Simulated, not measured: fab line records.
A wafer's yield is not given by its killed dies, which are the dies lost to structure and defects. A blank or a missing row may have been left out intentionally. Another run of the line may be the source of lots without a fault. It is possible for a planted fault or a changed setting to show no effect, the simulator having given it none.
A lot that was struck, set against a sound lot -- flow n5_finfet -- 40 steps out of a route of 1938
Sound: the wafers L667.1, L667.5, L667.6. Struck: wafer L676.1 (left out: L676.4, L676.6 of the same lot, which were not struck); the cause appears at the end.
Order at every step that has rows: each side's tool, ch and its chambers, its first start. Under that, the readings that differ: sound wafers -- struck wafers -- difference of the means -- sigmas: that difference in standard deviations of wafers without a fault.
alike: words and numbers the same on both sides, and readings whose means are apart by under 2 such deviations; not compared: readings that were withheld, readings missing a value for some wafer, numbers with overlapping values and no deviation given by the record, and bounds like >300 which may hide the same value.
A row with sigmas, a row that says differs or no value, or rows on one side alone: a step with any of these is where the two part. Non-overlapping numbers with no deviation appear without sigmas and do not part them. Lack of a reading on every wafer of one side parts them only where that side has two or more wafers.

first, 9 steps without rows for these wafers: N5_BEOL_M3_EBR_24; N5_BEOL_M3_SOFTBAKE_23 (time 60 s); N5_BEOL_M3_EXPOSE_25 (exposes mask V2, defocus 5 nm); N5_BEOL_M3_PEB_26 (peb time 60 s); N5_BEOL_M3_DEVELOP_27 (develop time 30 s); N5_BEOL_M3_DESCUM_33 (chemistry O2, time 7 s); N5_BEOL_M3_ETCH_77 (etches underlayer in N2/H2, target depth 6.5 nm, time 5.2 s); N5_BEOL_M3_ETCH_69 (etches SiARC in CF4, target depth 15.6 nm, time 26 s); N5_BEOL_M3_ALD_98 (deposits SiO2, target thk 2.5 nm, pulse time 1 s, co reactant pulse time 1 s).
N5_BEOL_M3_ETCHBACK_99: etches SiO2 in CHF3, target depth 5 nm, time 10.4 s.
  sound on rie_diel-03 ch 0,1, day 9 05:11; struck on rie_diel-03 ch 0, day 10 23:58
reading,sound,struck,difference,sigmas
oes_product_au (a.u.),0.74 0.73 0.88,0.59,-0.19,-2
  alike: drypump_motor_current_A, rf_vpp_V, showerhead_plenum_p_Torr, throttle_valve_pct
  not compared: rf_hours_counter_h
then, 9 steps without rows for these wafers: N5_BEOL_M3_ETCH_70 (etches SOC in N2/H2, target depth 80 nm, overetch 16 nm, time 120 s); N5_BEOL_M3_STRIP_71 (strips in N2/H2); N5_BEOL_M3_STRIP_78 (strips in N2/H2); N5_BEOL_M3_VIA_ETCH_34 (etches the open film in C4F6/O2, target depth 69.4 nm, time 65.9 s); N5_BEOL_M3_STRIP_83 (strips in C4F6/O2); N5_BEOL_M3_STRIP_36 (strips in N2/H2); N5_BEOL_M3_TRENCH_ETCH_37 (etches SiOC in C4F6/O2, target depth 55.555 nm, time 29.2 s); N5_BEOL_M3_ETCH_41 (etches SiCN in CH3F/O2, target depth 29.9 nm, time 52.5 s); N5_BEOL_M3_STRIP_97 (strips in N2/H2, time 10 s).
N5_BEOL_M3_OCD_MEAS_38:
  sound: ocd-02 at day 9 05:34; struck: ocd-01 at day 11 00:22
reading,sound,struck,difference,sigmas
trench_depth_nm (nm),55.4 54.4 56.1,50.9,-4.4,-4
then, 18 steps without rows for these wafers: N5_BEOL_M3_HM_STRIP_39 (strips TiN in peroxide tin strip, target depth 25 nm, time 158 s); N5_BEOL_M3_SRD_40 (time 30 s); N5_BEOL_M3_PRECLEAN_42 (cleans in residue remover, time 60 s); N5_BEOL_M3_SRD_43 (time 30 s); N5_BEOL_M3_DEGAS_44 (time 60 s); N5_BEOL_M3_PRE_CLEAN_45 (time 30 s); N5_BEOL_M3_ALD_84 (deposits TaN, pulse time 2 s, purge time 3 s, co reactant purge time 2 s); N5_BEOL_M3_SURFACE_TREAT_85; N5_BEOL_M3_CVD_47 (deposits Co from CCTBA/H2, target thk 3 nm, time 223.8 s); N5_BEOL_M3_SPUTTER_48 (material Cu, target thk 4.5 nm, time 8.29 s); N5_BEOL_M3_ANNEAL_49 (time 240 s); N5_BEOL_M3_SPUTTER_79 (material Cu, target thk 4.5 nm, time 8.29 s); N5_BEOL_M3_ANNEAL_80 (time 240 s); N5_BEOL_M3_SPUTTER_81 (material Cu, target thk 4.5 nm, time 8.29 s); N5_BEOL_M3_ANNEAL_82 (time 240 s); N5_BEOL_M3_SPUTTER_86 (material Cu, target thk 4.5 nm, time 8.29 s); N5_BEOL_M3_ANNEAL_87 (time 240 s); N5_BEOL_M3_SPUTTER_88 (material Cu, target thk 4.5 nm, time 8.29 s).
N5_BEOL_M4_RC_MEAS_101:
  sound on prober-01 ch 0, day 9 19:44; struck on prober-01 ch 0, day 11 16:34
reading,sound,struck,difference,sigmas
DIBL_N (mV/V),34.9 34.5 35.1,38.4,+3.6,+3
IOFF_N (nA/um),0.141 0.138 0.145,0.189,+0.048,+2
  alike: DIBL_P, IOFF_P, ION_N, ION_P, SS_N, SS_P, VT_N, VT_P
  not compared: CHAIN_V2_max_site
-- here the record skips 4 days between the struck wafers' starts before and after, leaving off in module BEOL_M4 and picking up in module PASSIVATION (first step shown: number 1936 of the route) --
N5_PASSIVATION_PROBE_49:
  sound: prober-01 at day 13 20:58; struck: prober-02 at day 15 22:29
reading,sound,struck,difference,sigmas
defect_limited_yield (%),88.7 91.7 90.3,85.9,-4.3,-3
killed_at_M0_to_M3,32 23 32,97,+68,+7
killed_at_M4_up,28 23 21,11,-13,-2
killed_dies,133 98 115,166,+51,+3
killed_on_rim,17 14 17,38,+22,+6
sort_bin_5_function (%),6.3 4.8 6.5,10.2,+4.3,+4
sort_n_pass,1047 1082 1065,1014,-51,-3
sort_yield_pct (%),88.7 91.7 90.3,85.9,-4.3,-3
  alike: killed_at_contacts, killed_at_front_end, killed_at_other, killed_open, killed_short, sort_bin_6_memory

## WHERE THEY PART
Earliest at N5_BEOL_M3_ETCHBACK_99; latest, in this record, at N5_PASSIVATION_PROBE_49.

WHY: what had been put in by the simulator
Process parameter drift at N5_BEOL_M3_ETCHBACK_99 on rie_diel-03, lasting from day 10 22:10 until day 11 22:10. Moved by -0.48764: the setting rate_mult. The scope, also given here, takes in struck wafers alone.
